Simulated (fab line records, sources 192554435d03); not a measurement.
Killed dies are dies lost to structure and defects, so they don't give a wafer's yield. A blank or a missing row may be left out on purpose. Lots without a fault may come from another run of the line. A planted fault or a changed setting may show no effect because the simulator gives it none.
fab line records | flow n5_finfet
record lots=24 wafers=72 last_day=19
route steps=1938 shown BEOL_M12@1643 BEOL_M13@1691
lots that met no fault: from a run of the same line without faults
start_h: hours from the record's first day to the start of the lot's first wafer shown | wait_h: hours since the lot's step before | " the same as in the row above | L1.1+2: a row that stands for several wafers | - no value, or no start given | * or withheld: withheld | < > ~ a bound
route shown NAME@n: a module of which the file shows steps, and the number in the route of the first | usual: mean/standard deviation of fault-free wafers | same: alike in all rows | chamber/n: place in a boat | sites: the reading at each site | _std_site: their standard deviation | _edge_site: outer sites' mean less inner sites' | radius_mm: how far each site lies from the wafer's centre | mask NAME#n: copy n | behind: the tool/chamber that last shaped the wafer | hold: why the lot was held/for how many hours/how that ended | device: the transistor (n, p or np) that didn't switch | end of line: the same wafers' tests at the end of the route | a step without rows: its recipe alone | killed: dies lost to structure and defects at the first sort, not the wafer's yield | map: a wafer's dies, x killed, . not, _ none there
set.NAME: the setting as run; set.NAME@STEP: as run at that earlier step | model.NAME: the simulator's own value behind a step, which no gauge read
steps of the route over a sample of lots; a table a step, a row a wafer
services: from which hour (start_h, from the record's first day; less than 0 if before it) a tool's chamber was out of use, for how many hours, and why
## steps
# step N5_BEOL_M12_ETCH_38
# recipe chemistry=CF4/N2 target=SiCN target_depth_a=687 taper_deg=2 time_s=73.4 ion_energy_ev=150 mask_material=SiO2 pressure_mtorr=40 source_w=430 bias_w=70 Ar_flow_sccm=100 cf4_flow_sccm=60 n2_flow_sccm=60
# usual drypump_motor_current_A=5.7/0.41 oes_product_au=0.82/0.079 rf_vpp_V=383.0/1.7 showerhead_plenum_p_Torr=2.23/0.059 throttle_valve_pct=15.41/0.17
# columns lot.wafer tool chamber start_h wait_h drypump_motor_current_A oes_product_au rf_hours_counter_h rf_vpp_V showerhead_plenum_p_Torr throttle_valve_pct
L075.1 rie_diel-02 0 261.93 - 6.3 0.87 71 385.5 2.30 15.25
L075.2 " 1 " " 5.4 0.85 75 382.8 2.23 15.17
L075.6 " 1 " " 5.4 0.86 - 382.6 2.23 15.17
L077.1 rie_diel-05 2 268.82 - 6.6 0.82 78 380.7 2.14 15.56
L077.2 " 3 " " 5.4 0.67 238 384.8 2.29 15.83
L077.3 " 1 " " 5.9 0.82 86 381.1 2.13 15.36
L074.4 rie_diel-03 3 278.11 - 5.9 0.86 41 384.0 2.25 15.50
L074.5 " 1 " " 5.5 0.92 - 384.2 2.26 15.35
L074.6 " 2 " " 5.2 0.86 - 381.8 2.24 15.24
L076.3 rie_diel-03 1 278.25 - 5.5 0.92 13 382.9 2.26 15.36
L076.4 " 3 " " 5.9 0.85 41 382.9 2.25 15.51
L076.6 " 2 " " 5.2 0.85 - 384.4 2.24 15.22
L079.1 rie_diel-03 3 295.46 - 5.9 0.84 49 382.6 2.24 15.51
L079.3 " 1 " " 5.5 0.88 20 380.7 2.26 15.37
L079.4 " 2 " " 5.2 0.85 61 383.5 2.24 15.24
L078.2 rie_diel-05 0 298.90 - 5.7 0.70 243 383.6 2.25 15.52
L078.3 " 1 " " 5.9 0.81 95 382.4 2.13 15.39
L078.6 " 2 " " 6.6 0.81 - 380.9 2.14 15.55
L081.1 rie_diel-03 0 312.98 - 5.5 0.67 227 380.4 2.18 15.71
L081.4 " 3 " " 5.9 0.83 56 381.7 2.24 15.55
L081.5 " 0 " " 5.5 0.67 - 380.9 2.18 15.70
L080.1 rie_diel-05 0 313.39 - 5.7 0.69 248 383.3 2.25 15.52
L080.4 " 1 " " 5.9 0.80 99 381.0 2.13 15.39
L080.5 " 2 " " 6.6 0.80 - 380.9 2.14 15.58
L083.2 rie_diel-02 1 327.15 - 5.4 0.83 100 383.6 2.22 15.22
L083.5 " 0 " " 6.2 0.84 - 385.1 2.29 15.29
L083.6 " 2 " " 5.5 0.78 - 384.5 2.27 15.43
L085.2 rie_diel-03 0 339.13 - 5.5 0.66 236 381.4 2.17 15.73
L085.4 " 0 " " 5.5 0.67 - 381.4 2.17 15.73
L085.5 " 1 " " 5.4 0.87 - 383.5 2.25 15.43
L084.1 rie_diel-02 0 339.88 - 6.2 0.83 103 385.8 2.29 15.31
L084.3 " 1 " " 5.4 0.82 106 382.3 2.22 15.25
L084.6 " 2 " " 5.5 0.78 - 384.6 2.27 15.42
L082.1 rie_diel-05 1 339.90 - 5.9 0.80 109 379.5 2.12 15.42
L082.3 " 2 " " 6.6 0.80 103 380.8 2.14 15.59
L082.4 " 1 " " 5.9 0.80 - 381.3 2.12 15.42
L086.1 rie_diel-02 0 340.12 - 6.3 0.82 103 384.5 2.29 15.31
L086.2 " 1 " " 5.4 0.82 106 382.4 2.22 15.24
L086.3 " 1 " " 5.4 0.82 - 383.3 2.22 15.24
L087.1 rie_diel-05 2 341.35 - 6.6 0.79 104 380.6 2.13 15.60
L087.4 " 3 " " 5.4 0.96 - 383.5 2.28 15.36
L087.5 " 2 " " 6.6 0.80 - 381.6 2.14 15.60
L088.1 rie_diel-05 1 363.67 - 5.9 0.79 119 381.1 2.12 15.43
L088.4 " 2 " " 6.6 0.79 - 380.3 2.13 15.62
L088.5 " 0 " " 5.7 1.03 - 384.6 2.25 15.07
L090.2 rie_diel-02 3 366.38 - 5.6 0.93 11 385.1 2.34 15.28
L090.3 " 0 " " 6.2 0.81 114 385.5 2.28 15.33
L090.6 " 1 " " 5.4 0.80 - 384.4 2.22 15.26
L089.1 rie_diel-03 1 366.97 - 5.5 0.85 47 385.0 2.25 15.45
L089.3 " 0 " " 5.5 0.66 244 382.6 2.17 15.75
L089.6 " 3 " " 5.9 0.82 - 380.7 2.24 15.56
L091.4 rie_diel-02 2 374.94 - 5.5 0.75 165 384.6 2.26 15.47
L091.5 " 3 " " 5.6 0.93 - 385.2 2.34 15.30
L091.6 " 2 " " 5.5 0.75 - 385.4 2.26 15.46
L093.2 rie_diel-02 1 381.53 - 5.4 0.79 123 383.6 2.22 15.26
L093.4 " 3 " " 5.6 0.92 17 386.1 2.34 15.30
L093.6 " 0 " " 6.2 0.79 - 384.3 2.28 15.34
L092.1 rie_diel-03 1 384.83 - 5.5 0.84 52 383.3 2.25 15.43
L092.3 " 3 " " 5.9 0.81 77 383.2 2.23 15.58
L092.6 " 0 " " 5.5 0.66 - 381.1 2.17 15.75
L097.2 rie_diel-05 1 389.64 - 5.9 0.78 128 380.8 2.12 15.44
L097.4 " 2 " " 6.6 0.77 122 380.1 2.13 15.63
L097.6 " 0 " " 5.7 0.99 - 383.7 2.24 15.06
L094.4 rie_diel-02 1 400.62 - 5.3 0.79 129 381.3 2.21 15.24
L094.5 " 2 " " 5.5 0.75 - 383.4 2.26 15.47
L094.6 " 1 " " 5.4 0.79 - 382.0 2.21 15.27
L095.1 rie_diel-03 3 410.47 - 5.9 0.79 88 382.8 2.23 15.60
L095.2 " 0 " " 5.4 0.95 0 380.7 2.17 15.26
L095.4 " 2 " " 5.2 0.79 105 382.0 2.23 15.35
L096.2 rie_diel-05 1 413.00 - 5.9 0.76 137 380.7 2.11 15.47
L096.5 " 3 " " 5.4 0.88 - 382.1 2.27 15.42
L096.6 " 0 " " 5.7 0.96 - 384.1 2.24 15.08
# step N5_BEOL_M12_SPUTTER_44
# recipe material=Ta target_thk_a=100 temp_c=50 bias_v=80 power_w=15000 chamber_pressure_pa=0.07 time_s=16.13
# usual substrate_temp_c=50.02/0.11 throttle_valve_pct=30.0/0.64
# columns lot.wafer tool chamber start_h wait_h substrate_temp_c throttle_valve_pct
L075.1 pvd_sputter-01 - 262.86 0.0 50.06 29.9
L075.2 " - " " 49.94 30.4
L075.6 " - " " 49.90 30.4
L077.1 pvd_sputter-02 - 269.56 0.0 49.93 29.3
L077.2 " - " " 49.81 31.0
L077.3 " - " " 50.12 30.0
L074.4 pvd_sputter-01 - 278.71 0.0 50.12 30.3
L074.5 " - " " 49.98 30.6
L074.6 " - " " 49.86 30.0
L076.3 pvd_sputter-01 - 279.03 0.0 49.97 30.6
L076.4 " - " " 49.95 30.5
L076.6 " - " " 50.00 30.0
L079.1 pvd_sputter-02 - 295.98 0.0 49.90 30.1
L079.3 " - " " 50.31 29.8
L079.4 " - " " 49.92 31.0
L078.2 pvd_sputter-02 - 299.26 0.0 50.08 30.1
L078.3 " - " " 50.08 30.7
L078.6 " - " " 50.04 30.1
L081.1 pvd_sputter-02 - 313.77 0.0 49.86 31.0
L081.4 " - " " 50.07 29.7
L081.5 " - " " 49.96 29.4
L080.1 pvd_sputter-02 - 314.13 0.0 50.05 30.3
L080.4 " - " " 50.08 29.8
L080.5 " - " " 50.31 29.5
L083.2 pvd_sputter-01 - 327.82 0.0 50.11 29.8
L083.5 " - " " 50.03 30.6
L083.6 " - " " 50.04 29.9
L085.2 pvd_sputter-02 - 339.68 0.0 50.08 29.3
L085.4 " - " " 49.86 31.2
L085.5 " - " " 49.79 31.0
L084.1 pvd_sputter-01 - 340.43 0.0 50.21 30.7
L084.3 " - " " 50.19 30.3
L084.6 " - " " 50.01 30.4
L082.1 pvd_sputter-02 - 340.74 0.0 50.08 30.8
L082.3 " - " " 50.17 30.2
L082.4 " - " " 50.11 29.6
L086.1 pvd_sputter-02 - 341.50 0.0 50.18 30.9
L086.2 " - " " 50.01 29.6
L086.3 " - " " 49.95 29.6
L087.1 pvd_sputter-02 - 342.18 0.0 49.96 29.4
L087.4 " - " " 50.05 29.4
L087.5 " - " " 49.95 29.8
L088.1 pvd_sputter-03 - 364.47 0.0 50.07 31.2
L088.4 " - " " 50.02 28.8
L088.5 " - " " 50.04 28.9
L090.2 pvd_sputter-01 - 367.00 0.0 50.08 30.7
L090.3 " - " " 50.11 30.6
L090.6 " - " " 50.13 30.2
L089.1 pvd_sputter-03 - 367.57 0.0 50.16 29.0
L089.3 " - " " 50.02 30.2
L089.6 " - " " 50.00 30.1
L091.4 pvd_sputter-02 - 375.51 0.0 49.87 30.2
L091.5 " - " " 49.90 31.1
L091.6 " - " " 50.05 29.9
L093.2 pvd_sputter-02 - 382.70 0.0 50.12 30.8
L093.4 " - " " 49.96 30.1
L093.6 " - " " 50.27 29.4
L092.1 pvd_sputter-02 - 385.48 0.0 50.02 29.3
L092.3 " - " " 49.95 29.8
L092.6 " - " " 49.90 31.0
L097.2 pvd_sputter-02 - 390.24 0.0 50.16 29.5
L097.4 " - " " 50.14 30.3
L097.6 " - " " 50.18 29.8
L094.4 pvd_sputter-03 - 401.51 0.0 49.97 31.2
L094.5 " - " " 50.14 31.2
L094.6 " - " " 49.83 29.0
L095.1 pvd_sputter-02 - 412.73 0.0 50.06 30.8
L095.2 " - " " 49.93 29.2
L095.4 " - " " 50.03 30.1
L096.2 pvd_sputter-03 - 413.56 0.0 50.06 29.1
L096.5 " - " " 50.03 29.0
L096.6 " - " " 50.21 31.1
# step N5_BEOL_M13_INSPECT_30
# recipe mode=adi inspect_instrument=macro
# usual raw_defect_count=2.0/1.4
# columns lot.wafer tool chamber start_h wait_h raw_defect_count
L075.1 defect_inspect-02 - 265.71 0.0 1
L075.2 " - " " 2
L075.6 " - " " 4
L077.1 defect_inspect-02 - 272.50 0.0 4
L077.2 " - " " 0
L077.3 " - " " 3
L074.4 defect_inspect-02 - 281.44 0.0 4
L074.5 " - " " 3
L074.6 " - " " 0
L076.3 defect_inspect-02 - 281.64 0.0 5
L076.4 " - " " 4
L076.6 " - " " 0
L079.1 defect_inspect-02 - 298.77 0.0 2
L079.3 " - " " 2
L079.4 " - " " 0
L078.2 defect_inspect-02 - 302.17 0.0 3
L078.3 " - " " 2
L078.6 " - " " 0
L081.1 defect_inspect-02 - 316.67 0.0 6
L081.4 " - " " 2
L081.5 " - " " 1
L080.1 defect_inspect-02 - 317.54 0.0 0
L080.4 " - " " 2
L080.5 " - " " 2
L083.2 defect_inspect-02 - 331.74 0.0 3
L083.5 " - " " 1
L083.6 " - " " 2
L085.2 defect_inspect-02 - 342.52 0.0 4
L085.4 " - " " 3
L085.5 " - " " 0
L084.1 defect_inspect-02 - 343.48 0.2 5
L084.3 " - " " 3
L084.6 " - " " 0
L082.1 defect_inspect-02 - 343.88 0.0 1
L082.3 " - " " 0
L082.4 " - " " 2
L086.1 defect_inspect-02 - 344.72 0.0 2
L086.2 " - " " 2
L086.3 " - " " 2
L087.1 defect_inspect-02 - 345.30 0.0 0
L087.4 " - " " 1
L087.5 " - " " 5
L088.1 defect_inspect-01 - 367.29 0.0 3
L088.4 " - " " 2
L088.5 " - " " 2
L090.2 defect_inspect-01 - 369.89 0.0 1
L090.3 " - " " 2
L090.6 " - " " 2
L089.1 defect_inspect-01 - 370.27 0.0 2
L089.3 " - " " 2
L089.6 " - " " 2
L091.4 defect_inspect-01 - 379.09 0.0 2
L091.5 " - " " 3
L091.6 " - " " 4
L093.2 defect_inspect-01 - 385.61 0.0 4
L093.4 " - " " 1
L093.6 " - " " 2
L092.1 defect_inspect-02 - 388.18 0.0 1
L092.3 " - " " 2
L092.6 " - " " 2
L097.2 defect_inspect-02 - 392.82 0.0 2
L097.4 " - " " 2
L097.6 " - " " 2
L094.4 defect_inspect-02 - 404.78 0.0 4
L094.5 " - " " 3
L094.6 " - " " 2
L095.1 defect_inspect-01 - 415.38 0.0 3
L095.2 " - " " 2
L095.4 " - " " 0
L096.2 defect_inspect-02 - 416.13 0.0 1
L096.5 " - " " 1
L096.6 " - " " 2
# step N5_BEOL_M13_TRENCH_ETCH_34
# recipe chemistry=C4F8/O2/Ar target=SiOC target_depth_a=4134.7 mask_material=SOC pressure_mtorr=30 source_w=3000 bias_w=700 Ar_flow_sccm=400 C4F8_flow_sccm=15 O2_flow_sccm=8 he_inner_torr=15 he_outer_torr=30 time_s=162.6 ion_energy_ev=250
# usual drypump_motor_current_A=5.5/0.38 oes_product_au=0.81/0.075 rf_vpp_V=665.0/2.2 showerhead_plenum_p_Torr=3.40/0.09 throttle_valve_pct=24.2/0.31
# columns lot.wafer tool chamber start_h wait_h drypump_motor_current_A oes_product_au rf_hours_counter_h rf_vpp_V showerhead_plenum_p_Torr throttle_valve_pct
L075.1 rie_diel-06 2 266.32 0.0 5.4 0.81 81 666.3 3.47 23.9
L075.2 " 3 " " 4.9 0.71 210 664.9 3.35 24.1
L075.6 " 3 " " 4.9 0.71 - 664.0 3.35 24.2
L077.1 rie_diel-01 1 273.09 0.0 5.8 0.74 182 668.5 3.56 24.4
L077.2 " 3 " " 5.3 0.81 120 665.7 3.47 24.4
L077.3 " 0 " " 6.3 0.88 36 663.3 3.33 23.7
L074.4 rie_diel-04 1 281.95 0.1 5.6 0.91 - 667.2 3.49 24.3
L074.5 " 3 " " 5.2 0.87 - 663.6 3.36 24.2
L074.6 " 0 " " 5.3 0.92 - 668.3 3.51 24.5
L076.3 rie_diel-06 3 282.07 0.0 4.9 0.71 215 664.4 3.35 24.1
L076.4 " 1 " " 5.8 0.94 - 662.4 3.34 23.7
L076.6 " 2 " " 5.3 0.81 - 668.1 3.46 23.9
L079.1 rie_diel-04 1 299.26 0.0 5.6 0.91 31 667.4 3.48 24.3
L079.3 " 3 " " 5.2 0.86 53 663.5 3.35 24.2
L079.4 " 0 " " 5.3 0.91 - 667.3 3.51 24.5
L078.2 rie_diel-06 2 302.61 0.0 5.3 0.80 92 664.7 3.46 23.9
L078.3 " 3 " " 4.9 0.70 221 664.3 3.34 24.2
L078.6 " 1 " " 5.7 0.92 - 665.1 3.33 23.6
L081.1 rie_diel-01 0 317.62 0.0 6.4 0.86 49 663.9 3.32 23.7
L081.4 " 2 " " 5.1 0.81 112 665.0 3.46 24.4
L081.5 " 2 " " 5.1 0.80 - 665.6 3.46 24.4
L080.1 rie_diel-01 2 318.37 0.0 5.1 0.81 112 665.6 3.46 24.4
L080.4 " 0 " " 6.4 0.87 49 663.9 3.32 23.7
L080.5 " 1 " " 5.8 0.75 - 668.5 3.55 24.4
L083.2 rie_diel-01 0 332.17 0.0 6.4 0.86 53 662.1 3.32 23.7
L083.5 " 0 " " 6.3 0.86 - 662.4 3.32 23.7
L083.6 " 3 " " 5.3 0.80 - 665.1 3.46 24.5
L085.2 rie_diel-01 3 343.00 0.0 5.3 0.79 141 665.6 3.46 24.5
L085.4 " 1 " " 5.8 0.72 204 666.2 3.54 24.4
L085.5 " 3 " " 5.3 0.80 - 667.0 3.46 24.5
L084.1 rie_diel-06 2 344.12 0.0 5.3 0.78 104 667.9 3.45 24.0
L084.3 " 1 " " 5.8 0.90 28 663.8 3.33 23.7
L084.6 " 3 " " 4.9 0.70 - 664.1 3.34 24.2
L082.1 rie_diel-01 0 344.42 0.0 6.3 0.86 57 663.5 3.31 23.7
L082.3 " 2 " " 5.1 0.80 121 666.9 3.45 24.4
L082.4 " 3 " " 5.3 0.79 142 664.4 3.46 24.5
L086.1 rie_diel-04 0 345.15 0.0 5.3 0.87 32 667.9 3.50 24.5
L086.2 " 3 " " 5.2 0.82 71 662.9 3.34 24.2
L086.3 " 1 " " 5.6 0.87 50 667.7 3.47 24.3
L087.1 rie_diel-01 2 345.74 0.0 5.1 0.80 122 667.7 3.45 24.4
L087.4 " 3 " " 5.3 0.78 143 666.2 3.46 24.4
L087.5 " 2 " " 5.1 0.79 - 666.3 3.45 24.4
L088.1 rie_diel-01 1 367.73 0.0 5.8 0.72 212 667.6 3.54 24.4
L088.4 " 2 " " 5.1 0.79 129 666.1 3.45 24.4
L088.5 " 1 " " 5.8 0.72 - 668.9 3.54 24.4
L090.2 rie_diel-01 0 370.36 0.0 6.4 0.85 64 662.4 3.31 23.7
L090.3 " 2 " " 5.1 0.79 130 665.3 3.45 24.4
L090.6 " 2 " " 5.1 0.79 - 665.1 3.45 24.4
L089.1 rie_diel-06 1 370.79 0.0 5.8 0.88 34 663.3 3.32 23.7
L089.3 " 0 " " 5.5 0.69 234 661.8 3.24 24.7
L089.6 " 2 " " 5.4 0.78 - 666.4 3.45 24.0
L091.4 rie_diel-06 0 379.53 0.0 5.5 0.68 237 660.7 3.24 24.7
L091.5 " 2 " " 5.3 0.77 - 665.5 3.45 24.0
L091.6 " 1 " " 5.7 0.88 - 662.9 3.32 23.7
L093.2 rie_diel-06 1 386.04 0.0 5.8 0.88 40 664.8 3.32 23.7
L093.4 " 3 " " 4.9 0.68 - 665.3 3.33 24.2
L093.6 " 0 " " 5.5 0.68 - 659.0 3.24 24.7
L092.1 rie_diel-04 1 388.62 0.0 5.6 0.85 66 666.7 3.46 24.4
L092.3 " 0 " " 5.3 0.86 45 667.5 3.49 24.5
L092.6 " 3 " " 5.2 0.81 - 662.4 3.33 24.2
L097.2 rie_diel-04 0 393.26 0.0 5.3 0.86 47 668.0 3.49 24.5
L097.4 " 3 " " 5.1 0.81 - 662.3 3.33 24.2
L097.6 " 0 " " 5.3 0.86 - 666.9 3.49 24.5
L094.4 rie_diel-04 2 405.21 0.0 5.6 0.72 177 661.5 3.24 24.0
L094.5 " 1 " " 5.6 0.85 - 666.2 3.46 24.4
L094.6 " 2 " " 5.6 0.73 - 662.1 3.24 24.0
L095.1 rie_diel-06 2 415.81 0.0 5.3 0.77 124 666.1 3.44 24.0
L095.2 " 0 " " 5.5 0.68 250 661.0 3.23 24.7
L095.4 " 1 " " 5.8 0.85 50 663.4 3.31 23.7
L096.2 rie_diel-06 3 416.75 0.0 4.9 0.99 1 663.5 3.33 23.9
L096.5 " 1 " " 5.8 0.85 - 662.6 3.31 23.7
L096.6 " 2 " " 5.3 0.77 - 664.9 3.44 24.0
# step N5_BEOL_M13_OCD_MEAS_35
# usual trench_depth_nm=415/6.6
# columns lot.wafer tool chamber start_h wait_h trench_depth_nm
L075.1 ocd-01 - 266.50 0.0 410
L075.2 " - " " 404
L075.6 " - " " 404
L077.1 ocd-01 - 273.26 0.0 407
L077.2 " - " " 418
L077.3 " - " " 414
L074.4 ocd-02 - 282.06 0.0 419
L074.5 " - " " 425
L074.6 " - " " 414
L076.3 ocd-01 - 282.25 0.0 406
L076.4 " - " " 409
L076.6 " - " " 414
L079.1 ocd-01 - 299.43 0.0 422
L079.3 " - " " 420
L079.4 " - " " 418
L078.2 ocd-02 - 302.78 0.0 411
L078.3 " - " " 399
L078.6 " - " " 411
L081.1 ocd-01 - 317.80 0.0 410
L081.4 " - " " 423
L081.5 " - " " 422
L080.1 ocd-02 - 318.55 0.0 424
L080.4 " - " " 417
L080.5 " - " " 417
L083.2 ocd-02 - 332.35 0.0 414
L083.5 " - " " 417
L083.6 " - " " 420
L085.2 ocd-02 - 343.18 0.0 414
L085.4 " - " " 410
L085.5 " - " " 419
L084.1 ocd-01 - 344.30 0.0 409
L084.3 " - " " 418
L084.6 " - " " 406
L082.1 ocd-02 - 344.60 0.0 417
L082.3 " - " " 420
L082.4 " - " " 418
L086.1 ocd-02 - 345.33 0.0 416
L086.2 " - " " 409
L086.3 " - " " 414
L087.1 ocd-01 - 345.91 0.0 423
L087.4 " - " " 417
L087.5 " - " " 421
L088.1 ocd-01 - 367.90 0.0 406
L088.4 " - " " 421
L088.5 " - " " 406
L090.2 ocd-02 - 370.54 0.0 416
L090.3 " - " " 424
L090.6 " - " " 424
L089.1 ocd-01 - 370.97 0.0 418
L089.3 " - " " 408
L089.6 " - " " 410
L091.4 ocd-02 - 379.71 0.0 409
L091.5 " - " " 412
L091.6 " - " " 412
L093.2 ocd-02 - 386.22 0.0 416
L093.4 " - " " 397
L093.6 " - " " 404
L092.1 ocd-02 - 388.79 0.0 418
L092.3 " - " " 414
L092.6 " - " " 416
L097.2 ocd-01 - 393.44 0.0 422
L097.4 " - " " 423
L097.6 " - " " 419
L094.4 ocd-02 - 405.39 0.0 414
L094.5 " - " " 422
L094.6 " - " " 418
L095.1 ocd-01 - 415.99 0.0 409
L095.2 " - " " 403
L095.4 " - " " 413
L096.2 ocd-02 - 416.92 0.0 431
L096.5 " - " " 412
L096.6 " - " " 411
# step N5_BEOL_M13_PRE_CLEAN_42
# recipe gas=H2/He time_s=30 temp_c=250
# usual heater_power_w=324/19
# columns lot.wafer tool chamber start_h wait_h heater_power_w
L075.1 pvd_sputter-02 - 267.30 0.0 288
L075.2 " - " " 306
L075.6 " - " " 310
L077.1 pvd_sputter-01 - 275.53 0.0 339
L077.2 " - " " 347
L077.3 " - " " 331
L076.3 pvd_sputter-02 - 284.56 0.0 338
L076.4 " - " " 314
L076.6 " - " " 335
L074.4 pvd_sputter-03 - 284.67 0.0 325
L074.5 " - " " 342
L074.6 " - " " 350
L079.1 pvd_sputter-02 - 302.52 0.0 324
L079.3 " - " " 286
L079.4 " - " " 311
L078.2 pvd_sputter-01 - 303.30 0.0 321
L078.3 " - " " 349
L078.6 " - " " 340
L081.1 pvd_sputter-02 - 319.04 0.0 309
L081.4 " - " " 333
L081.5 " - " " 304
L080.1 pvd_sputter-02 - 321.14 0.0 327
L080.4 " - " " 309
L080.5 " - " " 326
L083.2 pvd_sputter-03 - 334.51 0.0 336
L083.5 " - " " 351
L083.6 " - " " 316
L085.2 pvd_sputter-01 - 347.75 0.0 317
L085.4 " - " " 342
L085.5 " - " " 327
L084.1 pvd_sputter-02 - 348.11 0.0 305
L084.3 " - " " 327
L084.6 " - " " 305
L082.1 pvd_sputter-02 - 348.47 0.0 284
L082.3 " - " " 317
L082.4 " - " " 331
L087.1 pvd_sputter-01 - 349.17 0.0 327
L087.4 " - " " 354
L087.5 " - " " 332
L086.1 pvd_sputter-01 - 349.83 0.0 334
L086.2 " - " " 348
L086.3 " - " " 329
L088.1 pvd_sputter-01 - 375.22 0.0 353
L088.4 " - " " 323
L088.5 " - " " 335
L090.2 pvd_sputter-02 - 375.71 0.0 312
L090.3 " - " " 288
L090.6 " - " " 282
L089.1 pvd_sputter-03 - 375.74 0.0 326
L089.3 " - " " 329
L089.6 " - " " 345
L091.4 pvd_sputter-02 - 390.48 0.0 306
L091.5 " - " " 331
L091.6 " - " " 309
L093.2 pvd_sputter-02 - 391.00 0.0 281
L093.4 " - " " 308
L093.6 " - " " 286
L092.1 pvd_sputter-02 - 392.06 0.0 337
L092.3 " - " " 315
L092.6 " - " " 308
L097.2 pvd_sputter-01 - 397.27 0.0 322
L097.4 " - " " 326
L097.6 " - " " 349
L094.4 pvd_sputter-01 - 408.32 0.0 338
L094.5 " - " " 336
L094.6 " - " " 324
L095.1 pvd_sputter-03 - 417.26 0.0 323
L095.2 " - " " 351
L095.4 " - " " 338
L096.2 pvd_sputter-01 - 419.80 0.0 331
L096.5 " - " " 344
L096.6 " - " " 324
## services
# columns tool chamber start_h hours kind
rie_diel-02 1 243.33 2.4 repair
rie_diel-03 - 251.20 0.3 repair
rie_diel-04 2 263.90 132.0 repair
rie_diel-05 3 293.58 5.8 repair
rie_diel-04 0 299.51 10.4 repair
rie_diel-03 - 299.69 0.3 repair
rie_diel-05 3 316.44 - clean
rie_diel-05 3 316.44 - consumable_replace:focus_ring
rie_diel-02 2 340.01 10.3 repair
rie_diel-04 - 346.82 2.8 pm
rie_diel-06 1 355.26 8.1 repair
rie_diel-05 3 359.97 5.1 repair
rie_diel-04 0 361.54 4.1 repair
rie_diel-06 2 379.93 9.8 repair
rie_diel-06 3 391.55 - clean
rie_diel-06 3 391.55 - consumable_replace:focus_ring
rie_diel-06 3 391.55 23.5 scheduled_down
rie_diel-06 3 391.55 23.5 vent_cycle
rie_diel-04 1 394.79 8.6 repair
rie_diel-01 1 400.75 35.2 repair
rie_diel-04 3 409.51 2.2 repair
rie_diel-06 0 415.96 - clean
rie_diel-06 0 415.96 - consumable_replace:focus_ring
rie_diel-06 0 415.96 - consumable_replace:showerhead
## key
fault none
